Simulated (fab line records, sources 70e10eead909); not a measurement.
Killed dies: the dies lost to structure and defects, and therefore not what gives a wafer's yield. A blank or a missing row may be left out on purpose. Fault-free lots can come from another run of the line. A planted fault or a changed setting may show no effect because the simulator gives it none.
Which tool is to blame? / flow nand harc / 72 wafers from 24 lots sampled at 3 of the route's 1302 steps

== WHAT THE GAUGES SHOWED, per wafer ==
NHARC_P_M1_OVL_MEAS_10: pitch 260 nm.
lot=L074; measured=day 6 10:00; on=overlay-01; overlay x nm (nm)=0.2 0.4 0.6; overlay y nm (nm)=1.0 0.9 0.8
lot=L075; measured=day 6 13:08; on=overlay-01; overlay x nm (nm)=0.6 1.1 1.1; overlay y nm (nm)=0.0 -0.1 -0.2
lot=L076; measured=day 6 23:46; on=overlay-02; overlay x nm (nm)=-0.4 0.6 0.1; overlay y nm (nm)=0.6 0.0 0.6
lot=L077; measured=day 7 12:13; on=overlay-01; overlay x nm (nm)=-0.6 -0.4 -0.4; overlay y nm (nm)=0.5 1.1 1.5
lot=L078; measured=day 8 00:07; on=overlay-01; overlay x nm (nm)=0.4 0.1 0.3; overlay y nm (nm)=-0.4 0.5 0.7
lot=L079; measured=day 8 05:25; on=overlay-02; overlay x nm (nm)=0.4 0.4 0.3; overlay y nm (nm)=0.9 1.1 1.2
lot=L080; measured=day 8 22:46; on=overlay-01; overlay x nm (nm)=0.3 -0.3 0.1; overlay y nm (nm)=-0.8 -0.6 -0.3
lot=L081; measured=day 9 08:31; on=overlay-01; overlay x nm (nm)=1.2 1.0 1.7; overlay y nm (nm)=0.8 0.7 -0.3
lot=L082; measured=day 9 13:10; on=overlay-02; overlay x nm (nm)=0.4 0.6 0.8; overlay y nm (nm)=-0.7 -0.7 -0.7
lot=L083; measured=day 10 08:01; on=overlay-01; overlay x nm (nm)=1.4 0.9 1.0; overlay y nm (nm)=-0.7 -1.0 -1.1
lot=L084; measured=day 10 12:20; on=overlay-01; overlay x nm (nm)=0.5 -0.1 0.1; overlay y nm (nm)=0.0 -1.0 0.3
lot=L085; measured=day 10 15:56; on=overlay-01; overlay x nm (nm)=0.0 0.2 -0.5; overlay y nm (nm)=-0.4 0.1 -0.5
lot=L086; measured=day 11 03:17; on=overlay-02; overlay x nm (nm)=1.7 1.7 1.7; overlay y nm (nm)=1.4 1.0 1.4
lot=L087; measured=day 11 14:47; on=overlay-01; overlay x nm (nm)=-0.1 0.1 -0.2; overlay y nm (nm)=0.8 0.4 0.7
lot=L089; measured=day 12 09:29; on=overlay-01; overlay x nm (nm)=0.4 0.2 1.3; overlay y nm (nm)=-0.6 -1.0 -0.3
lot=L088; measured=day 12 11:50; on=overlay-02; overlay x nm (nm)=0.4 0.3 0.7; overlay y nm (nm)=-0.9 -0.4 -0.3
lot=L090; measured=day 13 05:17; on=overlay-01; overlay x nm (nm)=-0.5 -0.3 -0.3; overlay y nm (nm)=-0.4 -0.3 -0.2
lot=L091; measured=day 13 07:34; on=overlay-01; overlay x nm (nm)=-0.8 -0.4 -0.4; overlay y nm (nm)=-0.1 0.1 -0.7
lot=L092; measured=day 13 17:35; on=overlay-01; overlay x nm (nm)=-0.4 0.0 -0.7; overlay y nm (nm)=0.5 0.4 0.1
lot=L093; measured=day 14 03:07; on=overlay-01; overlay x nm (nm)=0.6 0.3 0.2; overlay y nm (nm)=-1.1 -1.2 -0.7
lot=L094; measured=day 14 18:32; on=overlay-02; overlay x nm (nm)=-2.0 -2.0 -2.0; overlay y nm (nm)=-0.2 -0.8 -0.6
lot=L095; measured=day 14 22:13; on=overlay-02; overlay x nm (nm)=-1.0 -0.7 -0.6; overlay y nm (nm)=-0.2 -0.8 -1.0
lot=L096; measured=day 15 11:40; on=overlay-02; overlay x nm (nm)=-1.1 -0.4 -0.7; overlay y nm (nm)=0.2 0.4 0.3
lot=L097; measured=day 15 21:25; on=overlay-01; overlay x nm (nm)=-0.5 -0.2 -0.2; overlay y nm (nm)=0.4 -0.3 0.4

== TOOL THAT RAN EACH LOT (tool first, then ch and the chambers of the sampled wafers, then the start) ==
lot=L074; NHARC_P_CONTACT_CVD_23=cvd w-01 ch 0,1, day 6 07:43 or earlier; NHARC_P_M0_ANNEAL_30=rtp anneal-02 ch 0, day 6 07:43
lot=L075; NHARC_P_CONTACT_CVD_23=cvd w-02 ch 0,1, day 6 10:57 or earlier; NHARC_P_M0_ANNEAL_30=rtp anneal-02 ch 0, day 6 10:57
lot=L076; NHARC_P_CONTACT_CVD_23=cvd w-01 ch 0, day 6 21:18 or earlier; NHARC_P_M0_ANNEAL_30=rtp anneal-02 ch 0, day 6 21:18
lot=L077; NHARC_P_CONTACT_CVD_23=cvd w-02 ch 0,1, day 7 09:55 or earlier; NHARC_P_M0_ANNEAL_30=rtp anneal-02 ch 0, day 7 09:55
lot=L078; NHARC_P_CONTACT_CVD_23=cvd w-01 ch 0,1, day 7 21:57 or earlier; NHARC_P_M0_ANNEAL_30=rtp anneal-02 ch 0, day 7 21:57
lot=L079; NHARC_P_CONTACT_CVD_23=cvd w-01 ch 0,1, day 8 03:13 or earlier; NHARC_P_M0_ANNEAL_30=rtp anneal-01 ch 0, day 8 03:13
lot=L080; NHARC_P_CONTACT_CVD_23=cvd w-02 ch 0,1, day 8 20:16 or earlier; NHARC_P_M0_ANNEAL_30=rtp anneal-01 ch 0, day 8 20:16
lot=L081; NHARC_P_CONTACT_CVD_23=cvd w-02 ch 0,1, day 9 06:16 or earlier; NHARC_P_M0_ANNEAL_30=rtp anneal-02 ch 0, day 9 06:16
lot=L082; NHARC_P_CONTACT_CVD_23=cvd w-01 ch 0,1, day 9 11:01 or earlier; NHARC_P_M0_ANNEAL_30=rtp anneal-01 ch 0, day 9 11:01
lot=L083; NHARC_P_CONTACT_CVD_23=cvd w-01 ch 0,1, day 10 05:55 or earlier; NHARC_P_M0_ANNEAL_30=rtp anneal-01 ch 0, day 10 05:55
lot=L084; NHARC_P_CONTACT_CVD_23=cvd w-02 ch 0,1, day 10 10:11 or earlier; NHARC_P_M0_ANNEAL_30=rtp anneal-02 ch 0, day 10 10:11
lot=L085; NHARC_P_CONTACT_CVD_23=cvd w-01 ch 0,1, day 10 13:37 or earlier; NHARC_P_M0_ANNEAL_30=rtp anneal-02 ch 0, day 10 13:37
lot=L086; NHARC_P_CONTACT_CVD_23=cvd w-01 ch 0,1, day 11 01:01 or earlier; NHARC_P_M0_ANNEAL_30=rtp anneal-02 ch 0, day 11 01:01
lot=L087; NHARC_P_CONTACT_CVD_23=cvd w-02 ch 0,1, day 11 12:29 or earlier; NHARC_P_M0_ANNEAL_30=rtp anneal-01 ch 0, day 11 12:29
lot=L089; NHARC_P_CONTACT_CVD_23=cvd w-01 ch 0,1, day 12 07:07 or earlier; NHARC_P_M0_ANNEAL_30=rtp anneal-02 ch 0, day 12 07:07
lot=L088; NHARC_P_CONTACT_CVD_23=cvd w-01 ch 0,1, day 12 09:39 or earlier; NHARC_P_M0_ANNEAL_30=rtp anneal-02 ch 0, day 12 09:39
lot=L090; NHARC_P_CONTACT_CVD_23=cvd w-02 ch 0,1, day 13 03:00 or earlier; NHARC_P_M0_ANNEAL_30=rtp anneal-01 ch 0, day 13 03:00
lot=L091; NHARC_P_CONTACT_CVD_23=cvd w-01 ch 0,1, day 13 05:18 or earlier; NHARC_P_M0_ANNEAL_30=rtp anneal-02 ch 0, day 13 05:18
lot=L092; NHARC_P_CONTACT_CVD_23=cvd w-02 ch 0,1, day 13 15:19 or earlier; NHARC_P_M0_ANNEAL_30=rtp anneal-01 ch 0, day 13 15:19
lot=L093; NHARC_P_CONTACT_CVD_23=cvd w-01 ch 0,1, day 14 00:55 or earlier; NHARC_P_M0_ANNEAL_30=rtp anneal-01 ch 0, day 14 00:55
lot=L094; NHARC_P_CONTACT_CVD_23=cvd w-02 ch 0,1, day 14 16:17 or earlier; NHARC_P_M0_ANNEAL_30=rtp anneal-02 ch 0, day 14 16:17
lot=L095; NHARC_P_CONTACT_CVD_23=cvd w-01 ch 0,1, day 14 20:02 or earlier; NHARC_P_M0_ANNEAL_30=rtp anneal-02 ch 0, day 14 20:02
lot=L096; NHARC_P_CONTACT_CVD_23=cvd w-01 ch 0,1, day 15 05:50; NHARC_P_M0_ANNEAL_30=rtp anneal-02 ch 0, day 15 09:38
lot=L097; NHARC_P_CONTACT_CVD_23=cvd w-01 ch 0,1, day 15 18:55 or earlier; NHARC_P_M0_ANNEAL_30=rtp anneal-01 ch 0, day 15 18:55
- NHARC_P_CONTACT_CVD_23: deposits W, target thk 200 nm, time 557 s.
- NHARC_P_M0_ANNEAL_30: time 90 s.

== WHAT THE TOOLS THEMSELVES READ (means of the sampled wafers that have a number; where no wafer has one, the mark that the record gives instead) ==
NHARC_P_CONTACT_CVD_23.
lot=L074; tool=cvd w-01; heater power w (W)=467; throttle valve pct (%)=8.1
lot=L075; tool=cvd w-02; heater power w (W)=462; throttle valve pct (%)=7.5
lot=L076; tool=cvd w-01; heater power w (W)=469; throttle valve pct (%)=8.3
lot=L077; tool=cvd w-02; heater power w (W)=454; throttle valve pct (%)=7.7
lot=L078; tool=cvd w-01; heater power w (W)=462; throttle valve pct (%)=8.2
lot=L079; tool=cvd w-01; heater power w (W)=466; throttle valve pct (%)=8.2
lot=L080; tool=cvd w-02; heater power w (W)=462; throttle valve pct (%)=7.5
lot=L081; tool=cvd w-02; heater power w (W)=445; throttle valve pct (%)=7.8
lot=L082; tool=cvd w-01; heater power w (W)=453; throttle valve pct (%)=8.1
lot=L083; tool=cvd w-01; heater power w (W)=459; throttle valve pct (%)=7.9
lot=L084; tool=cvd w-02; heater power w (W)=450; throttle valve pct (%)=7.8
lot=L085; tool=cvd w-01; heater power w (W)=473; throttle valve pct (%)=7.8
lot=L086; tool=cvd w-01; heater power w (W)=465; throttle valve pct (%)=7.9
lot=L087; tool=cvd w-02; heater power w (W)=460; throttle valve pct (%)=7.7
lot=L089; tool=cvd w-01; heater power w (W)=460; throttle valve pct (%)=8.2
lot=L088; tool=cvd w-01; heater power w (W)=459; throttle valve pct (%)=8.0
lot=L090; tool=cvd w-02; heater power w (W)=443; throttle valve pct (%)=8.0
lot=L091; tool=cvd w-01; heater power w (W)=481; throttle valve pct (%)=7.9
lot=L092; tool=cvd w-02; heater power w (W)=443; throttle valve pct (%)=7.7
lot=L093; tool=cvd w-01; heater power w (W)=477; throttle valve pct (%)=8.0
lot=L094; tool=cvd w-02; heater power w (W)=443; throttle valve pct (%)=7.5
lot=L095; tool=cvd w-01; heater power w (W)=458; throttle valve pct (%)=8.2
lot=L096; tool=cvd w-01; heater power w (W)=468; throttle valve pct (%)=7.8
lot=L097; tool=cvd w-01; heater power w (W)=468; throttle valve pct (%)=7.9

NHARC_P_M0_ANNEAL_30.
lot=L074; tool=rtp anneal-02; anneal temp c max=226.14; wafer_temp_C_max=225.9
lot=L075; tool=rtp anneal-02; anneal temp c max=226.08; wafer_temp_C_max=226.0
lot=L076; tool=rtp anneal-02; anneal temp c max=225.88; wafer_temp_C_max=225.8
lot=L077; tool=rtp anneal-02; anneal temp c max=226.00; wafer_temp_C_max=226.2
lot=L078; tool=rtp anneal-02; anneal temp c max=226.22; wafer_temp_C_max=225.7
lot=L079; tool=rtp anneal-01; anneal temp c max=226.40; wafer_temp_C_max=227.3
lot=L080; tool=rtp anneal-01; anneal temp c max=226.32; wafer_temp_C_max=226.9
lot=L081; tool=rtp anneal-02; anneal temp c max=225.82; wafer_temp_C_max=226.0
lot=L082; tool=rtp anneal-01; anneal temp c max=226.20; wafer_temp_C_max=227.0
lot=L083; tool=rtp anneal-01; anneal temp c max=226.35; wafer_temp_C_max=227.1
lot=L084; tool=rtp anneal-02; anneal temp c max=225.77; wafer_temp_C_max=226.1
lot=L085; tool=rtp anneal-02; anneal temp c max=225.82; wafer_temp_C_max=226.0
lot=L086; tool=rtp anneal-02; anneal temp c max=225.74; wafer_temp_C_max=226.0
lot=L087; tool=rtp anneal-01; anneal temp c max=226.15; wafer_temp_C_max=226.9
lot=L089; tool=rtp anneal-02; anneal temp c max=226.31; wafer_temp_C_max=226.0
lot=L088; tool=rtp anneal-02; anneal temp c max=225.99; wafer_temp_C_max=226.2
lot=L090; tool=rtp anneal-01; anneal temp c max=226.50; wafer_temp_C_max=226.5
lot=L091; tool=rtp anneal-02; anneal temp c max=226.03; wafer_temp_C_max=225.7
lot=L092; tool=rtp anneal-01; anneal temp c max=226.39; wafer_temp_C_max=227.0
lot=L093; tool=rtp anneal-01; anneal temp c max=226.06; wafer_temp_C_max=227.0
lot=L094; tool=rtp anneal-02; anneal temp c max=226.03; wafer_temp_C_max=226.1
lot=L095; tool=rtp anneal-02; anneal temp c max=226.00; wafer_temp_C_max=225.7
lot=L096; tool=rtp anneal-02; anneal temp c max=225.83; wafer_temp_C_max=226.1
lot=L097; tool=rtp anneal-01; anneal temp c max=226.31; wafer_temp_C_max=226.8

== THE ANSWER, worked out from the rows above alone ==
Rule: the lots themselves supply what counts as usual. Put in order of their means at a reading, lots are off if they are a third of the lots or fewer, leave a main group of 4 or more, and stand apart from it by a gap of 3 or more times the standard deviation of the main group's means; of several such gaps the widest counts. A main group whose means are all the same, to the digits that the tables above print for the reading, isn't used. Also off: a lot with no number at a reading for which 4 or more lots have one. All remaining lots with rows at the step are treated as sound. Order of review: gauges by route order, followed by the tools' own readings, for which a lot's mean as printed above is used. The first step at which some lot is off is used, and at that step the reading that is off furthest; a lot without a number counts as furthest.
No lot is off on any of the readings shown, so nothing can be concluded from this.

== WHAT THE SIMULATOR HAD PUT IN ==
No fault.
